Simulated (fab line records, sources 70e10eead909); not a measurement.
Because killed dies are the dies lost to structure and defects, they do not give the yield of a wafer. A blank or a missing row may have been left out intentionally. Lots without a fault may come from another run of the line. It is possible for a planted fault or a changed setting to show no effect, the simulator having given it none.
fab line records | flow nand-harc
record: lots: 7 wafers: 19 last-day: 24
route steps=1159 shown P_CONTACT@236 END@1159
lots untouched by any fault: they come from a run of this same line in which no faults occurred
start-h: hours from the record's opening day to when the first of the lot's shown wafers began | wait-h: how many hours have passed since the lot's step before this one | " identical to the entry in the row above | L1.1+2: a row that stands for several wafers | - no value, or no start given | * or withheld: withheld | < > ~ a bound
route shown NAME@n: a module of which the file shows steps, and the number in the route of the first | usual: average and standard deviation across the fault-free wafers | same: alike in all rows | chamber/n: place in a boat | sites: per-site readings | _std_site: their standard deviation | _edge_site: inner sites' mean taken away from outer sites' mean | radius-mm: for every site, how far away it sits from the centre of the wafer | mask NAME#n: copy n | behind: tool/chamber where the wafer was last shaped | hold: why the lot was held/for how many hours/how that ended | device: the transistor (n, p or np) that didn't switch | end of line: tests of these same wafers at the route's end | for a step that has no rows: nothing shown but its recipe | killed: the dies lost at the first sort to structure and to defects; this is not the yield of the wafer | map: dies across one wafer; x = killed, . = not, _ = none there
set.NAME: setting as actually run; set.NAME@STEP: the setting as run at that earlier step | model.NAME: the simulator's own value behind a step, which no gauge read
certain route steps with their lots: each step a table, each wafer a row
services: when a tool's chamber went out of use (start-h, in hours from the record's first day, below 0 if earlier), for how many hours, and the reason
== steps ==
step: NHARC_P_CONTACT_ETCH_35
recipe: target-depth-a: 390 over-etch-frac: 0.3 time-s: 65 ion-energy-ev: 80 cf4-flow-sccm: 150 ar-flow-sccm: 0 rf-w: 300 bias-w: 100 chemistry: CF4
usual: cf4-flow-sccm: 150.0/0.43 drypump-motor-current-A: 5.8/0.6 oes-product-au: 0.999/0.011 rf-fwd-power-W: 297.2/1.2 rf-vpp-V: 151.5/1.2 showerhead-plenum-p-Torr: 1.78/0.067 throttle-valve-pct: 13.284/0.0098
columns lot.wafer tool chamber start-h wait-h cf4-flow-sccm drypump-motor-current-A oes-product-au rf-fwd-power-W rf-hours-counter-h rf-vpp-V showerhead-plenum-p-Torr throttle-valve-pct
L370.3 rie-diel-08 2 109.52 0.1 150.2 6.3 0.986 296.9 14 150.3 1.72 13.293
L370.4 " 2 " " 150.4 6.3 0.979 298.7 - 149.0 1.72 13.289
L370.6 " 3 " " 149.8 6.3 1.014 298.6 - 152.2 1.85 13.298
L373.1 rie-diel-02 1 124.89 0.1 149.6 5.2 1.016 298.6 15 152.2 1.84 13.272
L373.2 " 0 " " 150.3 5.0 1.014 297.2 14 150.6 1.68 13.281
L373.5 " 1 " " 150.2 5.2 1.016 298.5 - 152.0 1.84 13.295
L379.4 rie-diel-02 0 161.02 0.1 149.6 5.0 0.989 295.2 0 150.2 1.68 13.281
L379.2 " 2 " " 150.1 6.2 0.998 297.1 0 152.0 1.87 13.272
L380.3 rie-diel-05 0 162.14 0.1 150.2 4.8 1.012 299.5 58 151.0 1.76 13.294
L380.4 " 1 " " 149.4 5.7 1.006 296.0 60 151.8 1.76 13.258
L380.5 " 0 " " 149.9 4.8 1.001 299.4 - 148.9 1.76 13.278
L383.3 rie-diel-02 3 188.95 0.1 150.3 6.6 0.992 297.4 2 152.7 1.81 13.281
L383.2 " 2 " " 149.6 6.2 0.996 297.4 3 152.6 1.87 13.302
L387.2 rie-diel-08 0 213.69 0.1 149.9 5.9 0.986 295.2 7 152.5 1.82 13.273
L387.3 " 1 " " 149.8 5.1 1.005 298.4 8 151.4 1.75 13.274
L387.5 " 0 " " 150.5 5.9 0.993 295.9 - 152.5 1.82 13.299
L393.3 rie-diel-08 0 242.38 0.1 150.1 5.9 0.982 296.0 10 152.7 1.82 13.296
L393.1 " 1 " " 149.1 5.1 0.997 297.8 11 149.9 1.75 13.264
L393.5 " 0 " " 150.1 5.9 0.986 294.5 - 152.6 1.82 13.279
step: NHARC_P_CONTACT_ETCH_36
recipe: target-depth-a: 2600 over-etch-frac: 0.25 time-s: 406.25 ion-energy-ev: 200 n2-flow-sccm: 150 h2-flow-sccm: 150 ar-flow-sccm: 0 rf-w: 400 bias-w: 150 chemistry: N2/H2
usual: drypump-motor-current-A: 5.9/0.62 n2-flow-sccm: 149.9/0.44 oes-product-au: 0.998/0.011 rf-fwd-power-W: 399.1/1.3 rf-vpp-V: 430.9/2.4 showerhead-plenum-p-Torr: 2.06/0.085 throttle-valve-pct: 14.172/0.0096
columns lot.wafer tool chamber start-h wait-h drypump-motor-current-A n2-flow-sccm oes-product-au rf-fwd-power-W rf-hours-counter-h rf-vpp-V showerhead-plenum-p-Torr throttle-valve-pct
L370.3 rie-diel-08 2 - - 6.3 149.5 0.973 399.8 14 429.0 1.98 14.177
L370.4 " 2 " " 6.3 149.8 0.970 399.2 - 427.5 1.98 14.176
L370.6 " 0 " " 5.9 150.3 1.000 398.3 - 432.7 2.11 14.178
L373.2 rie-diel-02 2 - - 6.2 149.7 1.000 398.8 12 435.1 2.17 14.172
L373.1 " 0 " " 5.0 150.2 1.009 399.6 14 425.6 1.93 14.172
L373.5 " 3 " " 6.6 150.3 0.981 399.4 - 431.2 2.10 14.161
L379.4 rie-diel-02 0 - - 5.0 150.0 1.004 399.5 0 428.5 1.93 14.180
L379.2 " 2 " " 6.2 150.1 1.002 397.9 0 434.0 2.17 14.167
L380.3 rie-diel-05 3 - - 6.5 149.9 0.999 400.4 61 426.3 1.91 14.175
L380.4 " 1 " " 5.7 150.1 1.010 401.5 60 430.8 2.02 14.165
L380.5 " 0 " " 4.7 149.5 0.996 397.2 - 429.9 2.03 14.164
L383.2 rie-diel-02 0 - - 5.0 150.7 1.021 398.4 3 428.5 1.93 14.158
L383.3 " 1 " " 5.2 149.7 1.011 399.3 3 432.6 2.13 14.167
L387.2 rie-diel-08 2 - - 6.3 149.0 0.994 397.5 8 428.0 1.98 14.154
L387.3 " 0 " " 5.9 149.9 0.989 399.3 7 432.1 2.11 14.171
L387.5 " 2 " " 6.3 149.0 0.988 398.0 - 430.5 1.98 14.161
L393.3 rie-diel-08 2 - - 6.3 149.4 0.989 401.4 11 429.0 1.97 14.188
L393.1 " 0 " " 5.9 150.3 0.989 396.9 10 433.2 2.11 14.173
L393.5 " 2 " " 6.3 149.4 0.982 399.6 - 428.7 1.97 14.171
step: NHARC_P_CONTACT_ETCH_18
recipe: target-depth-a: 4810 time-s: 240.5 c4f8-flow-sccm: 20 o2-flow-sccm: 10 ar-flow-sccm: withheld rf-w: 600 bias-w: 1500 chemistry: C4F8/O2/Ar
usual: oes-product-au: 0.961/0.017 rf-fwd-power-W: 597.8/1.9 rf-vpp-V: 980/5.5
columns lot.wafer tool chamber start-h wait-h oes-product-au rf-fwd-power-W rf-hours-counter-h rf-vpp-V
L370.3 rie-diel-08 2 - - 0.923 595.9 - 975
L370.4 " 0 " " 0.960 598.0 - 982
L370.6 " 0 " " 0.952 594.6 - 980
L373.2 rie-diel-02 0 - - 0.965 598.2 14 969
L373.1 " 2 " " 0.957 597.3 13 987
L373.5 " 1 " " 0.968 598.1 - 984
L379.2 rie-diel-02 0 - - 0.983 597.7 0 969
L379.4 " 1 " " 0.973 596.5 0 983
L380.3 rie-diel-05 3 - - 0.984 597.4 61 970
L380.4 " 1 " " 0.957 599.4 60 976
L380.5 " 2 " " 0.964 596.4 - 973
L383.3 rie-diel-02 0 - - 0.958 598.1 3 972
L383.2 " 1 " " 0.979 601.0 3 983
L387.2 rie-diel-08 3 - - 0.956 597.9 8 983
L387.3 " 0 " " 0.944 594.6 7 983
L387.5 " 3 " " 0.970 597.9 - 985
L393.3 rie-diel-08 1 - - 0.959 599.1 11 977
L393.1 " 2 " " 0.936 598.8 11 974
L393.5 " 2 " " 0.936 599.3 - 974
step: NHARC_P_CONTACT_STRIP_37
recipe: c4f8-flow-sccm: withheld o2-flow-sccm: 8 ar-flow-sccm: withheld bias-w: 0 chemistry: C4F8/O2/Ar
step: NHARC_P_CONTACT_ETCH_31
recipe: target-depth-a: 300 time-s: 85.7 ion-energy-ev: 120 over-etch-frac: 1 ch3f-flow-sccm: 50 o2-flow-sccm: 30 ar-flow-sccm: 200 rf-w: 500 bias-w: 100 chemistry: CH3F/O2
step: NHARC_P_CONTACT_CD_MEAS_19
usual: cd-nm: 89.9/2.2
columns lot.wafer tool chamber start-h wait-h cd-nm
L370.3 cd-sem-02 - 110.65 - 88.7
L370.4 " - " " 87.2
L370.6 " - " " 87.7
L373.1 cd-sem-03 - 125.68 - 86.5
L373.2 " - " " 90.6
L373.5 " - " " 94.5
L379.2 cd-sem-03 - 161.81 - 87.2
L379.4 " - " " 92.6
L380.3 cd-sem-02 - 162.94 - 89.8
L380.4 " - " " 90.1
L380.5 " - " " 89.8
L383.2 cd-sem-01 - 189.74 - 92.3
L383.3 " - " " 90.3
L387.2 cd-sem-02 - 214.48 - 91.2
L387.3 " - " " 93.7
L387.5 " - " " 90.6
L393.1 cd-sem-02 - 243.30 - 89.1
L393.3 " - " " 89.7
L393.5 " - " " 88.4
step: NHARC_P_CONTACT_STRIP_28
recipe: o2-flow-sccm: 500 ar-flow-sccm: 0 bias-w: 0 chemistry: O2
step: NHARC_P_CONTACT_STRIP_29
recipe: time-s: 1200 temp-c: 72.5 chemistry: post-etch-residue-remover
step: NHARC_P_CONTACT_DEGAS_38
recipe: temp-c: 300 time-s: 60
usual: heater-power-w: 475/53
columns lot.wafer tool chamber start-h wait-h heater-power-w
L370.3 pvd-sputter-02 - 111.35 - 501
L370.4 " - " " 509
L370.6 " - " " 476
L373.2 pvd-sputter-02 - 126.40 - 532
L373.1 " - " " 471
L373.5 " - " " 513
L379.4 pvd-sputter-02 - 162.56 - 474
L379.2 " - " " 507
L380.3 pvd-sputter-02 - 163.72 - 404
L380.4 " - " " 503
L380.5 " - " " 472
L383.3 pvd-sputter-02 - 190.47 - 509
L383.2 " - " " 397
L387.3 pvd-sputter-03 - 215.21 - 480
L387.2 " - " " 483
L387.5 " - " " 428
L393.1 pvd-sputter-02 - 244.07 - 521
L393.3 " - " " 405
L393.5 " - " " 533
step: NHARC_P_CONTACT_PRE_CLEAN_39
recipe: time-s: 19.5 bias-v: 250 gas: Ar
step: NHARC_P_CONTACT_PVD_32
recipe: target-thk-a: 50 chamber-pressure-pa: 5 power-w: 5000 substrate-temp-c: 200 time-s: 17.7 material: Ti
usual: cathode-dc-power-W: 4999.9/0.83 throttle-valve-pct: 30.3/1.3
columns lot.wafer tool chamber start-h wait-h cathode-dc-power-W throttle-valve-pct
L370.3 pvd-sputter-02 - - - 4998.8 29.9
L370.4 " - " " 5001.1 31.1
L370.6 " - " " 5000.6 29.5
L373.2 pvd-sputter-02 - - - 4999.1 28.9
L373.1 " - " " 5001.3 32.6
L373.5 " - " " 4999.8 29.1
L379.2 pvd-sputter-02 - - - 4998.5 29.7
L379.4 " - " " 5000.7 31.4
L380.3 pvd-sputter-02 - - - 4999.9 32.4
L380.4 " - " " 4998.8 31.2
L380.5 " - " " 5000.5 31.3
L383.3 pvd-sputter-02 - - - 5000.5 28.9
L383.2 " - " " 5001.5 29.4
L387.3 pvd-sputter-03 - - - 4999.3 30.4
L387.2 " - " " 5000.3 29.8
L387.5 " - " " 4999.7 30.5
L393.1 pvd-sputter-02 - - - 5001.0 31.4
L393.3 " - " " 4998.2 28.7
L393.5 " - " " 5000.3 31.7
step: NHARC_P_CONTACT_ALD_22
recipe: target-thk-a: 30 pulse-time-s: 1 ald-cycles: 150 temp-c: 450 material: TiN
step: NHARC_P_CONTACT_CVD_23
recipe: target-thk-a: 2000 temp-c: 300 pressure-torr: 40 wf6-flow-sccm: 40 h2-flow-sccm: 1600 ar-flow-sccm: 1560 time-s: 557 material: W
usual: heater-power-w: 519/55 throttle-valve-pct: 7.91/0.28
columns lot.wafer tool chamber start-h wait-h heater-power-w throttle-valve-pct
L370.3 cvd-w-02 0 115.96 - 611 8.16
L370.4 " 1 " " 530 7.64
L370.6 " 0 " " 610 8.03
L373.1 cvd-w-01 0 129.93 - 498 8.14
L373.2 " 1 " " 438 7.76
L373.5 " 0 " " 497 7.90
L379.2 cvd-w-01 1 163.67 - 441 7.80
L379.4 " 1 " " 438 7.63
L380.3 cvd-w-01 1 164.47 - 444 7.69
L380.4 " 0 " " 508 7.94
L380.5 " 1 " " 459 7.78
L383.2 cvd-w-01 0 191.23 - 509 8.09
L383.3 " 1 " " 445 7.82
L387.2 cvd-w-02 0 215.75 - 547 7.88
L387.3 " 1 " " 542 7.49
L387.5 " 0 " " 571 8.12
L393.1 cvd-w-02 1 244.53 - 526 7.52
L393.3 " 0 " " 556 8.18
L393.5 " 0 " " 569 7.95
step: NHARC_P_CONTACT_CMP_24
recipe: t-overpolish-s: 30 target-thk-nm: 200
usual: motor-current-A: 11.3/0.87 overpolish-run-s: 30.001/0.0096 time-to-endpoint-s: 39.5/2.8
columns lot.wafer tool chamber start-h wait-h motor-current-A overpolish-run-s time-to-endpoint-s
L370.3 cmp-03 3 116.43 0.4 9.5 30.008 37.6
L370.4 " 2 " " 11.2 30.015 38.0
L370.6 " 0 " " 9.9 29.986 38.1
L373.1 cmp-03 1 130.58 0.6 11.8 30.011 42.8
L373.2 " 3 " " 9.6 29.982 40.5
L373.5 " 2 " " 11.9 30.007 39.8
L379.2 cmp-02 0 164.33 0.6 10.5 30.013 55.2
L379.4 " 2 " " 11.7 30.006 39.5
L380.3 cmp-04 2 164.94 0.4 11.7 30.003 39.7
L380.4 " 0 " " 10.8 29.997 40.3
L380.5 " 2 " " 11.7 30.010 56.8
L383.3 cmp-04 1 191.94 0.3 11.4 29.998 37.4
L383.2 " 2 " " 11.3 29.975 55.6
L387.2 cmp-02 2 216.34 0.5 11.6 30.019 41.2
L387.3 " 3 " " 12.8 30.003 39.8
L387.5 " 1 " " 11.3 30.002 40.7
L393.3 cmp-02 2 245.20 0.3 12.3 29.994 41.2
L393.1 " 3 " " 12.9 29.998 40.5
L393.5 " 2 " " 11.8 29.997 42.3
step: NHARC_END_SORT_01
recipe: temp-c: 25
usual: killed-at-array: 25/10 killed-at-other: 0.6/0.91 killed-at-periphery: 3.6/2.9 killed-dies: 29/10 killed-open: 3.3/2 killed-short: 1.9/1.5
same: gross-dies: 677
columns lot.wafer tool chamber start-h wait-h killed-at-array killed-at-other killed-at-periphery killed-dies killed-open killed-short
L383.3 prober-02 0 516.56 3.1 24 1 4 29 7 3
killed by level:class
L383.3 A_CHANNEL_HOLE_D1:chamber-film-flake=14 A_CONTACT:geometric-particle:open=2 P_CONTACT:geometric-particle:open=1 P_M1:geometric-particle:open=1 A_CHANNEL_HOLE_D1:geometric-particle:short=1 A_CHANNEL_FILL_D1:geometric-particle:short=1 A_CHANNEL_FILL_D1:geometric-particle:open=1 A_WL_FILL:geometric-particle:short=1
== services ==
columns tool chamber start-h hours kind
cvd-w-02 0 95.90 4.0 repair
cvd-w-01 1 103.70 3.4 repair
rie-diel-08 1 108.66 7.9 repair
rie-diel-08 3 109.85 9.1 repair
cvd-w-01 - 115.10 13.0 pm
rie-diel-08 - 124.80 9.0 pm
rie-diel-08 1 134.74 5.1 repair
rie-diel-08 - 140.42 0.7 repair
pvd-sputter-02 - 143.62 3.0 repair
rie-diel-02 - 150.70 9.0 pm
rie-diel-08 2 160.91 5.5 repair
rie-diel-05 - 163.65 9.0 pm
rie-diel-02 3 171.82 4.8 repair
cvd-w-01 1 172.25 9.5 repair
rie-diel-02 2 179.85 2.3 repair
cvd-w-01 0 181.00 2.8 repair
cvd-w-02 - 189.37 2.4 repair
rie-diel-08 3 194.34 1.6 repair
cvd-w-02 - 197.37 13.0 pm
pvd-sputter-02 - 214.00 10.0 pm
cvd-w-02 1 226.45 14.9 repair
cvd-w-01 0 230.39 2.4 repair
rie-diel-08 0 231.52 3.8 repair
rie-diel-08 3 241.07 3.1 repair
== key ==
first-sign: step: NHARC_P_CONTACT_CMP_24 reading: time-to-endpoint-s direction: up sigmas: 6 usual: * struck: *
effect none on later readings
met-at NHARC_P_CONTACT_CVD_23
struck-wafers L379.2,L380.5,L383.2
tester-left-out L379,L380,L383
fault: kind: process-parameter-drift tool: cvd-w-01 chamber: - onset-h: 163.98 steps: NHARC_P_CONTACT_CVD_23 channel: target-thk-a offset: * shape: step end-h: 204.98 scope: struck-wafers-only acts-in: * stated: *
tester-left-out: of these lots the tester's yield and bins aren't shown, on N5 and GAA mostly nor the transistor test; their killed dies are dies lost to structure and defects alone, not to doping, threshold or leakage, so they don't give the yield
